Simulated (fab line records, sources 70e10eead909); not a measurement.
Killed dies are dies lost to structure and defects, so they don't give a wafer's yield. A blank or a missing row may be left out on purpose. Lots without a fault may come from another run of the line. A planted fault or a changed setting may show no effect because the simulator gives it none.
Which tool did it? | flow nand_harc | 14 lots, 42 wafers sampled, at 4 steps of a route of 1302

WHAT THE GAUGES READ, wafer by wafer
The record holds no reading of a measuring or inspecting step that can be judged against a usual standard deviation.

WHICH TOOL RAN EACH LOT (tool, then ch and the chambers of the sampled wafers, then the start)
lot  | NHARC_P_M2_PVD_20                       | NHARC_P_M2_PVD_21                       | NHARC_P_BONDPAD_DEP_00                     | NHARC_P_BONDPAD_ETCH_37
L248 | pvd_sputter-01, day 6 16:34 or earlier  | pvd_sputter-01, day 6 16:34 or earlier  | pecvd-02 ch 0,2, day 6 16:34               | rie_diel-08 ch 0,1,2, day 6 18:04
L249 | pvd_sputter-03, day 6 20:15 or earlier  | pvd_sputter-03, day 6 20:15 or earlier  | pecvd-03 ch 0,1,2, day 6 20:15             | rie_diel-08 ch 1,3, day 6 21:52
L251 | pvd_sputter-02, day 7 19:30 or earlier  | pvd_sputter-02, day 7 19:30 or earlier  | pecvd-02 ch 1,2, day 7 19:30               | rie_diel-05 ch 0,2,3, day 7 21:01
L252 | pvd_sputter-01, day 8 07:22 or earlier  | pvd_sputter-01, day 8 07:22 or earlier  | pecvd-02 ch 0,1,2, day 8 07:22             | rie_diel-08 ch 0,2,3, day 8 08:53
L258 | pvd_sputter-01, day 11 00:28 or earlier | pvd_sputter-01, day 11 00:28 or earlier | pecvd-04 ch 0,1, day 11 00:28 or earlier   | rie_diel-05 ch 1,2,3, day 11 00:28
L259 | pvd_sputter-01, day 11 01:01 or earlier | pvd_sputter-01, day 11 01:01 or earlier | pecvd-03 ch 0,1,2, day 11 01:01            | rie_diel-12 ch 0,1,2, day 11 02:25
L262 | pvd_sputter-03, day 12 18:04 or earlier | pvd_sputter-03, day 12 18:04 or earlier | pecvd-02 ch 0,2, day 12 18:04 or earlier   | rie_diel-12 ch 2,3, day 12 18:04
L263 | pvd_sputter-03, day 12 21:56 or earlier | pvd_sputter-03, day 12 21:56 or earlier | pecvd-04 ch 0,1,2, day 12 21:56 or earlier | rie_diel-12 ch 2,3, day 12 21:56
L264 | pvd_sputter-01, day 13 04:20 or earlier | pvd_sputter-01, day 13 04:20 or earlier | pecvd-02 ch 0,1,2, day 13 04:20            | rie_diel-08 ch 0,1, day 13 05:38
L265 | pvd_sputter-01, day 13 16:41 or earlier | pvd_sputter-01, day 13 16:41 or earlier | pecvd-03 ch 1,2, day 13 16:41              | rie_diel-12 ch 0,2, day 13 18:02
L266 | pvd_sputter-01, day 14 00:51 or earlier | pvd_sputter-01, day 14 00:51 or earlier | pecvd-04 ch 0,1,2, day 14 00:51            | rie_diel-05 ch 0,3, day 14 02:07
L268 | pvd_sputter-01, day 14 22:25 or earlier | pvd_sputter-01, day 14 22:25 or earlier | pecvd-04 ch 0,1,2, day 14 22:25            | rie_diel-05 ch 0,2, day 14 23:48
L271 | pvd_sputter-01, day 15 22:18 or earlier | pvd_sputter-01, day 15 22:18 or earlier | pecvd-04 ch 0,1,2, day 15 22:18            | rie_diel-08 ch 0,1,2, day 15 23:41
L270 | pvd_sputter-02, day 15 23:12 or earlier | pvd_sputter-02, day 15 23:12 or earlier | pecvd-03 ch 1,2, day 15 23:12              | rie_diel-12 ch 2,3, day 16 00:39
- NHARC_P_M2_PVD_20: deposits TaN, target thk 5 nm, time 8.06 s.
- NHARC_P_M2_PVD_21: deposits Cu, target thk 30 nm, time 20.49 s.
- NHARC_P_BONDPAD_DEP_00: deposits SiCN, target thk 250 nm.
- NHARC_P_BONDPAD_ETCH_37: etches the open film in N2/H2, target depth 60 nm, overetch 18 nm, time 65.91 s.

WHAT THE TOOLS THEMSELVES READ (means of the sampled wafers that have a number; where no wafer has one, the mark that the record gives instead)
NHARC_P_M2_PVD_20. Usual: throttle_valve_pct 30.2 %, standard deviation 1.1.
lot  | tool           | throttle_valve_pct (%) | flag
L248 | pvd_sputter-01 | 29.5                   |
L249 | pvd_sputter-03 | 31.5                   |
L251 | pvd_sputter-02 | 29.3                   |
L252 | pvd_sputter-01 | 31.1                   |
L258 | pvd_sputter-01 | 30.2                   |
L259 | pvd_sputter-01 | 30.1                   |
L262 | pvd_sputter-03 | 29.0                   |
L263 | pvd_sputter-03 | 30.6                   |
L264 | pvd_sputter-01 | 30.1                   |
L265 | pvd_sputter-01 | 30.2                   |
L266 | pvd_sputter-01 | 30.0                   |
L268 | pvd_sputter-01 | 30.2                   |
L271 | pvd_sputter-01 | 30.3                   |
L270 | pvd_sputter-02 | 30.9                   |

NHARC_P_M2_PVD_21. Usual: throttle_valve_pct 30.1 %, standard deviation 1.1.
lot  | tool           | throttle_valve_pct (%) | flag
L248 | pvd_sputter-01 | 30.2                   |
L249 | pvd_sputter-03 | 31.2                   |
L251 | pvd_sputter-02 | 29.1                   |
L252 | pvd_sputter-01 | 30.8                   |
L258 | pvd_sputter-01 | 30.3                   |
L259 | pvd_sputter-01 | 30.5                   |
L262 | pvd_sputter-03 | 31.3                   |
L263 | pvd_sputter-03 | 30.5                   |
L264 | pvd_sputter-01 | 30.2                   |
L265 | pvd_sputter-01 | 30.4                   |
L266 | pvd_sputter-01 | 30.3                   |
L268 | pvd_sputter-01 | 30.2                   |
L271 | pvd_sputter-01 | 30.2                   |
L270 | pvd_sputter-02 | 30.1                   |

NHARC_P_BONDPAD_DEP_00. Usual: heater_power_w 585 W, standard deviation 79.
lot  | tool     | heater_power_w (W) | flag
L248 | pecvd-02 | 518                |
L249 | pecvd-03 | 642                |
L251 | pecvd-02 | 574                |
L252 | pecvd-02 | 553                |
L258 | pecvd-04 | 541                |
L259 | pecvd-03 | 578                |
L262 | pecvd-02 | 578                |
L263 | pecvd-04 | 652                |
L264 | pecvd-02 | 529                |
L265 | pecvd-03 | 625                |
L266 | pecvd-04 | 575                |
L268 | pecvd-04 | 622                |
L271 | pecvd-04 | 560                |
L270 | pecvd-03 | 615                |

NHARC_P_BONDPAD_ETCH_37. Usual: bias_w 150.0 W, standard deviation 0.4; chamber_pressure_mTorr 29.998 mTorr, standard deviation 0.026; drypump_motor_current_A 5.6 A, standard deviation 0.48; oes_product_au 1.000 a.u., standard deviation 0.013; rf_vpp_V 431 V, standard deviation 3.1; showerhead_plenum_p_Torr 2.07 Torr, standard deviation 0.11; throttle_valve_pct 14.171 %, standard deviation 0.0083.
lot  | tool        | bias_w (W) | chamber_pressure_mTorr (mTorr) | drypump_motor_current_A (A) | oes_product_au (a.u.) | rf_vpp_V (V) | showerhead_plenum_p_Torr (Torr) | throttle_valve_pct (%) | flag
L248 | rie_diel-08 | 149.7      | 30.005                         | 5.4                         | 1.003                 | 429          | 1.97                            | 14.168                 |
L249 | rie_diel-08 | 149.5      | 30.003                         | 5.9                         | 1.001                 | 431          | 2.05                            | 14.175                 |
L251 | rie_diel-05 | 149.8      | 30.022                         | 5.8                         | 0.995                 | 429          | 1.97                            | 14.172                 |
L252 | rie_diel-08 | 150.1      | 30.014                         | 5.3                         | 1.000                 | 429          | 1.96                            | 14.163                 |
L258 | rie_diel-05 | -          | -                              | -                           | -                     | -            | -                               | -                      | OFF
L259 | rie_diel-12 | -          | -                              | -                           | -                     | -            | -                               | -                      | OFF
L262 | rie_diel-12 | 150.0      | 29.989                         | 5.5                         | 1.005                 | 433          | 2.18                            | 14.171                 |
L263 | rie_diel-12 | 149.6      | 29.995                         | 5.6                         | 0.983                 | 434          | 2.18                            | 14.177                 |
L264 | rie_diel-08 | 150.1      | 30.001                         | 5.7                         | 0.996                 | 427          | 1.95                            | 14.172                 |
L265 | rie_diel-12 | 150.6      | 29.998                         | 5.1                         | 0.996                 | 434          | 2.19                            | 14.170                 |
L266 | rie_diel-05 | 149.9      | 30.004                         | 5.7                         | 0.998                 | 428          | 1.97                            | 14.170                 |
L268 | rie_diel-05 | 149.5      | 29.986                         | 6.0                         | 1.014                 | 428          | 1.95                            | 14.171                 |
L271 | rie_diel-08 | 150.0      | 30.024                         | 5.4                         | 0.993                 | 428          | 1.97                            | 14.174                 |
L270 | rie_diel-12 | 150.1      | 30.000                         | 5.6                         | 0.992                 | 433          | 2.18                            | 14.167                 |

THE ANSWER, worked out from the rows above alone
Rule: a lot is off if the mean of its wafers that have a number lies more than 3 standard deviations from the usual mean. A lot without any number at a reading at which 4 lots or more have one is off too. The other lots that the step has rows for count as sound. The gauges are gone through in route order, then the tools' own readings, and for those a lot's mean is taken as printed above. The first step at which some lot is off is used, and at that step the reading that is off furthest; a lot without a number counts as furthest.
Off: L258, L259, at NHARC_P_BONDPAD_ETCH_37 (bias_w). Without a number there: L258, L259.
A tool fits if, at that step or a process step before it, it ran every lot that is off, and no sound lot after the first of them. NHARC_P_M2_PVD_20 gives no start for some lots, so the hours and the order of its lots are those of NHARC_P_BONDPAD_ETCH_37. NHARC_P_M2_PVD_21 gives no start for some lots, so the hours and the order of its lots are those of NHARC_P_BONDPAD_ETCH_37. NHARC_P_BONDPAD_DEP_00 gives no start for some lots, so the hours and the order of its lots are those of NHARC_P_BONDPAD_ETCH_37. None of those tried fits.

WHAT THE SIMULATOR HAD PUT IN
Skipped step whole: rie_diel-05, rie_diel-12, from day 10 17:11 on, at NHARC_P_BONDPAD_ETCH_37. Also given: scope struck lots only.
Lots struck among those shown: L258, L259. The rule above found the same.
